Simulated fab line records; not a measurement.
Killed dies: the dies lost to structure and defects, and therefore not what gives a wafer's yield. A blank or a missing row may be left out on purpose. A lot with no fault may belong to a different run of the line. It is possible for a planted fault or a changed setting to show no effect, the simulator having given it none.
fab line records	flow n5-finfet
record: lots: 3	wafers: 9	last-day: 18
route steps=1938 shown HKMG_FIN@394 BEOL_M4@1111 PASSIVATION@1936
lots that met no fault: taken from a fault-free run of the same line
start-h: the number of hours between the record's first day and the start of the first shown wafer of the lot	wait-h: time in hours since the lot's previous step	" the same as in the row above	L1.1+2: several wafers, shown together as one row	- either no value or no given start	* or withheld: withheld	< > ~ a bound
route shown NAME@n: a module of which the file shows steps, and the number in the route of the first	usual: mean/standard deviation taken from wafers without a fault	same: alike in all rows	chamber/n: place in a boat	sites: readings site by site	_std_site: how widely they spread, as a standard deviation	_edge_site: mean of outer sites minus mean of inner sites	radius-mm: how far each site lies from the wafer's centre	mask NAME#n: copy n	behind: tool/chamber where the wafer was last shaped	hold: reason for holding the lot/hours on hold/outcome of the hold	device: which transistor (n, p or np) failed to switch	end of line: the route-end tests of the same wafers	a step given without rows: its recipe and nothing more	killed: the dies lost at the first sort to structure and to defects; this is not the yield of the wafer	map: a wafer's dies, x killed, . not, _ none there
set.NAME: the setting as run; set.NAME@STEP: as run at that earlier step	model.NAME: the simulator's own value behind a step, which no gauge read
certain route steps with their lots: each step a table, each wafer a row
services: the hour from which a tool's chamber was out of use, counted from the record's first day as start-h (under 0 if before that day), plus the number of hours and why
== steps ==
step: N5_HKMG_FIN_SOFTBAKE_44
recipe: temp-c: 110	time-s: 60	resist: CAR-ArF
step: N5_HKMG_FIN_EXPOSE_46
recipe: mask-id: NDIPOLE	na: 1.35	source-shape: conventional	sigma-outer: 0.8	polarization: unpolarized	dose-mj: 40
step: N5_HKMG_FIN_PEB_47
recipe: peb-temp-c: withheld	peb-time-s: 60	resist: CAR-ArF
step: N5_HKMG_FIN_DEVELOP_48
recipe: develop-time-s: 30	developer: TMAH	resist: CAR-ArF	rinse-liquid: diw	dry: air-spin	dev-temp-c: 23
step: N5_HKMG_FIN_DESCUM_53
recipe: chemistry: O2	time-s: 7.9	source-power-w: 50	bias-power-w: 20	pressure-mtorr: 20	rf-frequency-hz: 2.712e+07	temp-c: 40	resist: CAR-ArF	o2-flow-sccm: 225
step: N5_HKMG_FIN_ETCH_54
recipe: chemistry: CF4	target: SiARC	target-depth-a: 455	mask-material: CAR-ArF	time-s: 75.8	ion-energy-ev: 80	pressure-mtorr: 40	source-w: 545	bias-w: 36	Ar_flow_sccm: 100	cf4-flow-sccm: 100	ends: cleared
step: N5_HKMG_FIN_ETCH_55
recipe: chemistry: N2/H2	target: SOC	target-depth-a: 2400	temp-c: 40	time-s: 300	ion-energy-ev: 200	mask-material: SiARC	pressure-mtorr: 30	source-w: 840	bias-w: 150	n2-flow-sccm: 200	h2-flow-sccm: 200
step: N5_HKMG_FIN_STRIP_56
recipe: chemistry: N2/H2	temp-c: 40	n2-flow-sccm: 200	h2-flow-sccm: 200	rf-frequency-hz: 6e+07
step: N5_HKMG_FIN_STRIP_57
recipe: chemistry: CF4	resist: SiARC	power-w: 300	bias-power-w: 75	pressure-mtorr: 50	cf4-flow-sccm: 150	rf-frequency-hz: 6e+07
step: N5_HKMG_FIN_ETCH_58
recipe: chemistry: N2/H2	target: SOC	target-depth-a: 2158	ion-energy-ev: 50	bias-w: 13	time-s: 741	pressure-mtorr: 30	source-w: 875	n2-flow-sccm: 200	h2-flow-sccm: 200
usual: drypump-motor-current-A: 5.7/0.55	oes-product-au: 0.82/0.066	rf-vpp-V: 99.1/0.99	run-length-s: 764.4/0.47	showerhead-plenum-p-Torr: 2.54/0.078	throttle-valve-pct: 17.71/0.27
lot.wafer	tool	chamber	start-h	wait-h	drypump-motor-current-A	oes-product-au	rf-hours-counter-h	rf-vpp-V	run-length-s	showerhead-plenum-p-Torr	throttle-valve-pct	model.SOC_of_HKMG_FIN_COAT_41.thk-nm	model.etch.depth-nm	model.HKMG_FIN.feature-depth-nm
L463.3	rie-diel-03	3	91.98	0.0	6.0	0.79	107	99.5	764.4	2.55	17.62	80.8	219.7	219.8
L463.4	"	1	"	"	6.1	0.94	13	100.3	764.8	2.61	17.45	90.4	210.1	210
L463.6	"	2	"	"	5.6	0.97	-	99.0	763.6	2.60	17.21	81.4	218.7	218.6
L467.1	rie-diel-03	3	121.02	0.0	6.0	0.77	116	100.6	764.4	2.55	17.65	82.8	217.8	217.8
L467.3	"	1	"	"	6.1	0.91	26	100.1	636.9	2.60	17.46	128.2	172.2	172.2
L467.6	"	2	"	"	5.6	0.91	-	98.7	763.4	2.59	17.22	81.4	217.9	217.8
L481.1	rie-diel-02	1	207.25	0.0	5.1	0.82	48	98.2	764.0	2.48	17.85	96	204.5	204.6
L481.5	"	1	"	"	5.0	0.83	-	98.4	764.0	2.48	17.83	94.2	205.9	205.8
L481.6	"	0	"	"	5.4	0.70	-	100.4	763.9	2.54	18.00	95	205.3	205.4
step: N5_HKMG_FIN_STRIP_93
recipe: chemistry: N2/H2	material: SOC	time-s: 20	power-w: 500	temp-c: 40	pressure-mtorr: 50	rf-frequency-hz: 6e+07	bias-power-w: 8	h2-frac: 0.5	n2-flow-sccm: 300	h2-flow-sccm: 300
usual: bias-power-w: 8.003/0.024	drypump-motor-current-A: 5.7/0.55	oes-product-au: 0.82/0.066	rf-vpp-V: 54.3/0.91	showerhead-plenum-p-Torr: 3.35/0.1	throttle-valve-pct: 18.9/0.49
lot.wafer	tool	chamber	start-h	wait-h	bias-power-w	drypump-motor-current-A	oes-product-au	rf-hours-counter-h	rf-vpp-V	showerhead-plenum-p-Torr	throttle-valve-pct	model.SOC_of_HKMG_FIN_COAT_41.thk-nm
L463.3	rie-diel-03	3	92.41	0.2	7.979	6.0	0.78	107	53.7	3.37	19.4	70.6
L463.4	"	1	"	"	7.986	6.2	0.93	13	54.2	3.44	18.7	80.6
L463.6	"	2	"	"	7.987	5.6	0.97	-	55.6	3.42	18.1	71
L467.1	rie-diel-03	3	121.44	0.2	8.030	6.0	0.78	116	52.6	3.37	19.4	72.4
L467.3	"	1	"	"	8.008	6.1	0.89	26	54.4	3.43	18.7	118.4
L467.6	"	2	"	"	8.016	5.6	0.90	-	54.3	3.42	18.1	71.2
L481.1	rie-diel-02	1	207.68	0.2	7.988	5.0	0.83	48	54.3	3.28	19.2	86.2
L481.5	"	1	"	"	7.920	5.0	0.83	-	53.7	3.28	19.2	84.4
L481.6	"	0	"	"	7.965	5.4	0.71	-	53.9	3.35	19.3	85.2
step: N5_HKMG_FIN_WET_ETCH_76
recipe: chemistry: dNH4OH	mix: 1:50	temp-c: 25	target: Al2O3	stop-on: La2O3	target-depth-nm: 2.25	dry: ipa-marangoni	rinse-time-s: 30	rinse-temp-c: 23
step: N5_HKMG_FIN_STRIP_60
recipe: chemistry: N2/H2	power-w: 2500	temp-c: 300	h2-frac: 0.65	time-s: 360	pressure-mtorr: withheld	n2-flow-sccm: 1750	h2-flow-sccm: 3250
step: N5_HKMG_FIN_WET_ETCH_77
recipe: chemistry: dHCl	mix: 1:10000	temp-c: 25	target: La2O3	stop-on: HfO2	target-depth-nm: 2
step: N5_HKMG_FIN_WET_ETCH_78
recipe: chemistry: dNH4OH	mix: 1:50	temp-c: 25	target: Al2O3	stop-on: La2O3	target-depth-nm: 4.5	dry: ipa-marangoni	rinse-time-s: 30	rinse-temp-c: 23
step: N5_HKMG_FIN_ALD_79
recipe: material: TiN	target-thk-a: 15	temp-c: 400	ald-precursor-family: TiCl4	ald-co-reactant: NH3	pulse-time-s: 1	purge-time-s: 3	co-reactant-purge-time-s: 2	co-reactant-pulse-time-s: 2	ald-cycles: 68	pressure-torr: 3
step: N5_HKMG_FIN_CVD_62
recipe: material: a-Si	target-thk-a: 30	temp-c: 500	precursor: Si2H6	pressure-torr: 1	time-s: 20.8
step: N5_HKMG_FIN_RTA_80
recipe: temp-c: withheld	time-s: 2	ambient: N2	idle-temp-c: 600	ramp-up-c-per-s: 150	ramp-down-c-per-s: 60	cool-to-c: 600
step: N5_HKMG_FIN_PRECLEAN_64
recipe: chemistry: dHF	time-s: 30	temp-c: 25	dilution: withheld
step: N5_HKMG_FIN_WET_ETCH_65
recipe: chemistry: TMAH	temp-c: 70	conc-wt-pct: 5	target: a-Si	stop-on: TiN	time-s: 49	target-depth-nm: 3
step: N5_HKMG_FIN_WET_ETCH_81
recipe: chemistry: SC1	target: TiN	stop-on: HfO2	mix: 1:1:5	temp-c: 60	time-s: 57	target-depth-nm: 6
step: N5_HKMG_FIN_WET_ETCH_82
recipe: chemistry: dHCl	mix: 1:10000	temp-c: 25	target: La2O3	stop-on: HfO2	target-depth-nm: 2	dry: ipa-marangoni	rinse-time-s: 30	rinse-temp-c: 23
step: N5_HKMG_FIN_ALD_36
recipe: material: TiN	target-thk-a: 10	temp-c: 400	ald-precursor-family: TiCl4	ald-co-reactant: NH3	pulse-time-s: 1	purge-time-s: 3	co-reactant-purge-time-s: 2	co-reactant-pulse-time-s: 2	ald-cycles: 47	pressure-torr: 3
step: N5_HKMG_FIN_PWFM_ALD_03
recipe: material: TiN	target-thk-a: 20	temp-c: 400	ald-precursor-family: TiCl4	ald-co-reactant: NH3	pulse-time-s: 1	purge-time-s: 3	co-reactant-purge-time-s: 2	co-reactant-pulse-time-s: 2	ald-cycles: 91	pressure-torr: 3
step: N5_HKMG_FIN_COAT_29
recipe: resist: SOC	temp-c: 250	time-s: 60	spin-rpm: 1500	resist-thk-nm: 300
step: N5_HKMG_FIN_COAT_30
recipe: resist: SiARC	temp-c: 220	time-s: 60	spin-rpm: 1500	resist-thk-nm: 35
step: N5_HKMG_FIN_COAT_06
recipe: resist: CAR-ArF	spin-rpm: 1500	resist-thk-nm: 90
step: N5_HKMG_FIN_EBR_08
recipe: solvent: PGMEA	ebr-width-mm: 1.5
step: N5_HKMG_FIN_SOFTBAKE_07
recipe: temp-c: 110	time-s: 60	resist: CAR-ArF
step: N5_HKMG_FIN_EXPOSE_09
recipe: mask-id: NWFM	na: 1.35	source-shape: conventional	sigma-outer: 0.8	polarization: unpolarized	dose-mj: 39.25
step: N5_HKMG_FIN_PEB_10
recipe: peb-temp-c: withheld	peb-time-s: 60	resist: CAR-ArF
step: N5_HKMG_FIN_DEVELOP_11
recipe: develop-time-s: 30	developer: TMAH	resist: CAR-ArF	dev-temp-c: 23	rinse-liquid: diw	dry: air-spin
step: N5_HKMG_FIN_DESCUM_17
recipe: chemistry: O2	time-s: 7.9	source-power-w: 50	bias-power-w: 20	pressure-mtorr: 20	rf-frequency-hz: 2.712e+07	temp-c: 40	resist: CAR-ArF	o2-flow-sccm: 225
step: N5_HKMG_FIN_ETCH_31
recipe: chemistry: CF4	target: SiARC	target-depth-a: 455	mask-material: CAR-ArF	time-s: 75.8	ion-energy-ev: 80	pressure-mtorr: 40	source-w: 545	bias-w: 36	Ar_flow_sccm: 100	cf4-flow-sccm: 100	ends: cleared
step: N5_HKMG_FIN_ETCH_32
recipe: chemistry: N2/H2	target: SOC	target-depth-a: 2400	temp-c: 40	time-s: 300	ion-energy-ev: 200	mask-material: SiARC	pressure-mtorr: 30	source-w: 840	bias-w: 150	n2-flow-sccm: 200	h2-flow-sccm: 200
step: N5_BEOL_M4_RC_MEAS_101
usual: DIBL_N: 36.0/1.9	DIBL_P: 36.0/2.1	IOFF_N: 0.155/0.029	IOFF_N_85C: 3.0/0.46	IOFF_N_LIN: 0.072/0.011	IOFF_N_LONG: 5.52e-05/2.9e-06	IOFF_P: 0.20/0.032	ION_N: 672/11	ION_P: 461/6.9	SS_N: 71.5/0.58	SS_P: 73.2/0.64	VT_N: 250.4/2.9	VT_N_LONG: 275.2/1.9	VT_P: -251.0/2.8
lot.wafer	tool	chamber	start-h	wait-h	DIBL_N[mV/V]	DIBL_P[mV/V]	IOFF_N[nA/um]	IOFF_N_85C[nA/um]	IOFF_N_LIN[nA/um]	IOFF_N_LONG[nA/um]	IOFF_P[nA/um]	ION_N[uA/um]	ION_P[uA/um]	SS_N[mV/dec]	SS_P[mV/dec]	VT_N[mV]	VT_N_LONG[mV]	VT_P[mV]
L463.3	prober-02	0	187.42	0.3	36.9	37.3	0.159	3.1	0.074	5.84e-05	0.21	687	469	70.0	73.3	250.8	273.3	-250.4
L463.4	"	0	"	"	36.7	37.1	0.155	3.0	0.072	5.92e-05	0.22	678	466	71.9	73.6	249.7	275.0	-251.1
L463.6	"	0	"	"	38.4	38.6	0.179	3.4	0.080	5.82e-05	0.24	671	457	71.5	73.4	247.3	273.2	-247.1
L467.1	prober-02	0	223.57	0.0	36.7	36.2	0.149	3.0	0.067	5.45e-05	0.20	658	445	71.3	73.5	252.6	272.2	-255.1
L467.3	"	0	"	"	36.3	37.0	0.517	8.5	0.237	0.000148	0.22	680	468	71.9	73.6	215.2	242.2	-252.4
L467.6	"	0	"	"	37.1	36.8	0.163	3.2	0.074	5.39e-05	0.22	663	452	72.2	73.4	250.4	276.0	-251.5
L481.1	prober-02	0	311.89	0.0	34.8	34.8	0.151	3.0	0.071	5.86e-05	0.21	676	463	71.3	72.6	251.0	272.2	-250.0
L481.5	"	0	"	"	33.5	33.6	0.134	2.7	0.064	5.82e-05	0.19	677	468	71.2	72.5	252.4	272.3	-247.9
L481.6	"	0	"	"	33.5	33.8	0.130	2.6	0.062	5.89e-05	0.18	673	463	71.0	71.8	253.3	271.1	-252.4
step: N5_PASSIVATION_PROBE_49
usual: defect-limited-yield: 91.0/1.5	killed_at_M0_to_M3: 33/9.4	killed_at_M4_up: 14/4.8	killed-at-contacts: 13/7.3	killed-at-front-end: 43/13	killed-at-other: 3.6/2.9	killed-dies: 106/18	killed-on-rim: 14/4.2	killed-open: 69/13	killed-short: 35/8.2	sort_bin_4_leakage: 0/0	sort_bin_5_function: 5.3/1	sort_bin_6_memory: 3.3/0.68	sort-n-pass: 1074/18	sort-yield-pct: 91.0/1.5
same: gross-dies: 1180	killed-at-back-side: 0	sort_bin_8_speed[%]: 0
lot.wafer	tool	chamber	start-h	wait-h	defect-limited-yield[%]	killed_at_M0_to_M3	killed_at_M4_up	killed-at-contacts	killed-at-front-end	killed-at-other	killed-dies	killed-on-rim	killed-open	killed-short	sort_bin_4_leakage[%]	sort_bin_5_function[%]	sort_bin_6_memory[%]	sort-n-pass	sort-yield-pct[%]
L463.3	prober-01	-	289.53	0.1	91.2	38	15	6	39	6	104	12	64	37	0	5.4	3.1	1076	91.2
L463.4	prober-01	-	289.58	0.2	90.1	39	13	13	49	3	117	11	80	37	0	6.2	3.6	1063	90.1
L463.6	prober-01	-	289.68	0.3	92.7	30	11	9	29	7	86	12	59	27	0	4.7	2.4	1094	92.7
L467.1	prober-02	-	343.10	0.0	91.5	35	10	11	38	6	100	9	60	40	0	4.8	3.5	1080	91.5
L467.3	prober-02	-	343.20	0.1	88.1	48	6	21	52	13	140	19	83	52	58.98	6.4	4.7	344	29.2
L467.6	prober-02	-	343.35	0.3	91.9	30	14	14	30	7	95	10	59	29	0	4.3	2.9	1085	91.9
L481.1	prober-01	-	421.92	0.0	91.6	28	5	17	48	1	99	21	64	35	0	5.0	2.9	1081	91.6
L481.5	prober-01	-	422.12	0.2	90.8	42	10	16	38	2	108	11	65	37	0	5.5	3.0	1072	90.8
L481.6	prober-01	-	422.17	0.3	92.2	28	24	17	23	0	92	16	43	41	0	4.2	2.8	1088	92.2
killed by level:class
L463.3 GATE_CUT:geometric-particle:open=10 BEOL_M0_SAQP:geometric-particle:short=8 BEOL_M1:geometric-particle:open=8 BEOL_M4:geometric-particle:open=8 BEOL_M2:geometric-particle:open=7 STI_FIN_REVEAL:geometric-particle:open=6 MOL_CONTACT_COAG:geometric-particle:open=6 FIN_SAQP:geometric-particle:short=5
L463.4 STI_FIN_REVEAL:geometric-particle:open=12 MOL_CONTACT_COAG:geometric-particle:open=11 BEOL_M3:geometric-particle:open=9 BEOL_M0_SAQP:geometric-particle:short=8 FIN_SAQP:geometric-particle:open=7 GATE_CUT:geometric-particle:short=7 GATE_CUT:geometric-particle:open=6 BEOL_M1:geometric-particle:open=5
L463.6 STI_FIN_REVEAL:geometric-particle:open=9 BEOL_M2:geometric-particle:open=9 MOL_CONTACT_COAG:geometric-particle:open=8 DUMMY_GATE:geometric-particle:open=6 BEOL_M0_SAQP:geometric-particle:short=4 BEOL_M1:geometric-particle:open=4 BEOL_M4:geometric-particle:open=4 FIN_SAQP:geometric-particle:short=3
L467.1 GATE_CUT:geometric-particle:short=10 MOL_CONTACT_COAG:geometric-particle:open=9 FIN_SAQP:geometric-particle:short=8 BEOL_M0_SAQP:geometric-particle:open=8 STI_FIN_REVEAL:geometric-particle:open=7 BEOL_M1:geometric-particle:open=7 BEOL_M0_SAQP:geometric-particle:short=7 BEOL_M4:geometric-particle:open=6
L467.3 STI_FIN_REVEAL:geometric-particle:open=17 MOL_CONTACT_COAG:geometric-particle:open=16 FIN_SAQP:geometric-particle:short=10 BEOL_M0_SAQP:geometric-particle:open=10 BEOL_M0:geometric-particle:short=10 BEOL_M0_SAQP:geometric-particle:short=9 BEOL_M1:geometric-particle:open=8 FIN_SAQP:geometric-particle:open=7
L467.6 MOL_CONTACT_COAG:geometric-particle:open=13 BEOL_M0_SAQP:geometric-particle:short=7 BEOL_M3:geometric-particle:open=7 HKMG_FIN:area-etch=7 FIN_SAQP:geometric-particle:open=5 BEOL_M1:geometric-particle:open=5 BEOL_M0:geometric-particle:short=4 BEOL_M5:geometric-particle:open=4
L481.1 FIN_SAQP:geometric-particle:short=12 MOL_CONTACT_COAG:geometric-particle:open=11 FIN_SAQP:geometric-particle:open=9 GATE_CUT:geometric-particle:open=7 BEOL_M0_SAQP:geometric-particle:open=7 MOL_CONTACT_COAG:geometric-particle:short=6 BEOL_M3:geometric-particle:open=6 BEOL_M0_SAQP:geometric-particle:short=6
L481.5 BEOL_M0_SAQP:geometric-particle:open=18 BEOL_M0_SAQP:geometric-particle:short=15 MOL_CONTACT_COAG:geometric-particle:open=12 FIN_SAQP:geometric-particle:short=7 FIN_SAQP:geometric-particle:open=6 STARTING-WAFER:geometric-particle:open=5 HKMG_FIN:area-etch=5 DUMMY_GATE:geometric-particle:open=4
L481.6 MOL_CONTACT_COAG:geometric-particle:open=13 BEOL_M4:geometric-particle:open=10 BEOL_M0_SAQP:geometric-particle:short=10 BEOL_M0:geometric-particle:short=7 FIN_SAQP:geometric-particle:short=5 MOL_CONTACT_COAG:geometric-particle:short=4 BEOL_M3:geometric-particle:open=4 BEOL_M4:geometric-particle:short=4
map L467.3 (x killed, . not)
_________________.x..........________________
______________.................._____________
___________..x..x......x...x.x.....__________
__________................x......xx._________
________...................xx..x......_______
_______.......x............x.xx........______
______....x............................x_____
_____.............x...x.............x....____
____....x................x........x.....x.___
___...x.....x........x.xx...x....x...x.....__
___......x.............x...x..............x__
__.................x..........xxx..........._
__.....................x.xxx........x.x...x._
_............x.....xx............x...x..x...x
_............x....x..........x...........x..x
_..x.......x....xx....x.x..........x.........
_x.....x.........xx..........x.x.....x.....x.
_.......x...x..............x................x
_x.....x..x.x............x......x........x...
_...x.x.......x............x..x..x.........x.
_x................x.....x...................x
__.............x..x...............x........._
__........................x.x...........xxx._
___...................x..xx.......x........__
___......x.........x.....x...x.......xx....__
____.......x..................x..........x___
_____....xx...........................x..____
______..........x......................._____
_______xx............x..........x.x....______
________...xx.....x..................._______
__________.........x...xxx.........._________
___________.................x......__________
______________.......xx...x....._____________
_________________.....x....x.________________
map L463.4 (x killed, . not)
_________________......x.....________________
______________.....x............_____________
___________.........x...x.......x..__________
__________...xx.....xx....x........._________
________...x......x..................._______
_______.............x..................______
______.................................._____
_____......x.........................x...____
____x..x....x..x........x..x..............___
___..............................x..x......__
___x................x.x......x.............__
__.x....x...x..x...................x.....x.._
__...x...................xx..x...x.....x...._
_...x.x....................x.x.............x.
_.....x.x.x..........x...x......x............
_.......x......x..x..........................
_.......x................................x.x.
_......x.....x.x...............x......x..xx..
_......xx.....xx......x....x.................
_.................x..x....................x..
_...x..x..............x...x......x...........
__.....x...x.x........x.........x..........._
__.............x........x...x..............._
___..............x...................x.....__
___............x...x................xx.....__
____.............x..x........x...x........___
_____.x...xx.................x........xx.____
______......x.xx....x.............x....._____
_______...x..x..x......................______
________..x...x............x.........._______
__________.x.x..........x.x........._________
___________........................__________
______________x................._____________
_________________............________________
== services ==
tool	chamber	start-h	hours	kind
rie-diel-03	2	68.24	-	clean
rie-diel-03	2	68.24	-	consumable-replace:focus-ring
rie-diel-03	2	68.24	21.9	scheduled-down
rie-diel-03	2	68.24	21.9	vent-cycle
rie-diel-02	2	74.93	-	clean
rie-diel-02	2	74.93	-	consumable-replace:focus-ring
rie-diel-02	2	74.93	26.6	scheduled-down
rie-diel-02	2	74.93	26.6	vent-cycle
rie-diel-02	1	162.82	3.1	repair
== key ==
first-sign: step: N5_HKMG_FIN_ETCH_58	reading: run-length-s	direction: down	sigmas: 99+	usual: *	struck: *
effect: step: N5_BEOL_M4_RC_MEAS_101	reading: IOFF_N_LONG	direction: up	sigmas: 32	usual: 5.52e-05	struck: 0.000148
effect: step: N5_BEOL_M4_RC_MEAS_101	reading: VT_N_LONG	direction: down	sigmas: 17	usual: 275.2	struck: 242.2
effect: step: N5_BEOL_M4_RC_MEAS_101	reading: IOFF_N_LIN	direction: up	sigmas: 16	usual: 0.072	struck: 0.237
effect: step: N5_BEOL_M4_RC_MEAS_101	reading: IOFF_N	direction: up	sigmas: 13	usual: 0.155	struck: 0.517
effect: step: N5_BEOL_M4_RC_MEAS_101	reading: VT_N	direction: down	sigmas: 12	usual: 250.4	struck: 215.2
effect: step: N5_BEOL_M4_RC_MEAS_101	reading: IOFF_N_85C	direction: up	sigmas: 12	usual: 3.0	struck: 8.5
effect: step: N5_PASSIVATION_PROBE_49	reading: sort_bin_4_leakage	direction: up	sigmas: 99+	usual: 0	struck: 58.98
model-effect: step: N5_HKMG_FIN_ETCH_58	value: SOC_of_HKMG_FIN_COAT_41.thk-nm	without: 92.2	struck: 128.2
model-effect: step: N5_HKMG_FIN_STRIP_93	value: SOC_of_HKMG_FIN_COAT_41.thk-nm	without: 82.6	struck: 118.4
met-at N5_HKMG_FIN_ETCH_58
struck-wafers L467.3
onset-between 91.98 121.02
fault: kind: process-parameter-drift	tool: rie-diel-03	chamber: -	onset-h: 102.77	steps: N5_HKMG_FIN_ETCH_58	channel: time-s	offset: *	shape: step	end-h: 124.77	scope: struck-wafers-only	acts-in: *	stated: *
